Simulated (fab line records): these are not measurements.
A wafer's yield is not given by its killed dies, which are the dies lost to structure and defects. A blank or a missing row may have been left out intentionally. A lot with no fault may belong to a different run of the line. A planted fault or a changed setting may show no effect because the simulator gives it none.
Matching of chambers ; flow n5 finfet ; N5_BEOL_M7_ETCH_61 on rie diel-05 has 4 sister chambers
The step etches SiARC in CF4, target depth 45.5 nm, time 75.8 s. 4 wafers are shown with their chamber, then 11 later ones without.

WAFERS WITH THEIR CHAMBER
wafer;chamber;drypump motor current A (A)
L080.4;1;5.7
L084.5;3;5.2
L084.6;2;6.7
L086.2;0;6.0

WAFERS MISSING THEIR CHAMBER
wafer;drypump motor current A (A)
L086.3;6.7
L086.4;5.7
L090.1;5.9
L090.2;5.7
L090.4;6.7
L092.1;5.2
L092.2;6.7
L092.3;5.9
L094.2;5.2
L094.3;5.9
L094.4;6.7

WHICH CHAMBER EACH WENT THROUGH
wafer;from the rows above;in truth
L086.3;2;2
L086.4;1;1
L090.1;can't be placed: 0 or 1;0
L090.2;1;1
L090.4;2;2
L092.1;3;3
L092.2;2;2
L092.3;can't be placed: 0 or 1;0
L094.2;3;3
L094.3;can't be placed: 0 or 1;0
L094.4;2;2
8 of 11 placed correctly. Cannot be placed on the basis of these rows: 3; the candidates contain the true chamber in 3. Wrongly placed: 0.
How it was worked out, from the rows above alone: a wafer's distance from a chamber is the root of the sum, over the readings, of the square of ((its reading less the chamber's mean) divided by the reading's scatter). If the next closest chamber is less than 2 further off than the closest, the wafer can't be placed; otherwise it belongs to the closest. Each chamber's mean is taken over the wafers shown for it. The scatter: with one shown wafer a chamber, the root of the mean of the squares of how far each hidden wafer lies from its nearest shown one.
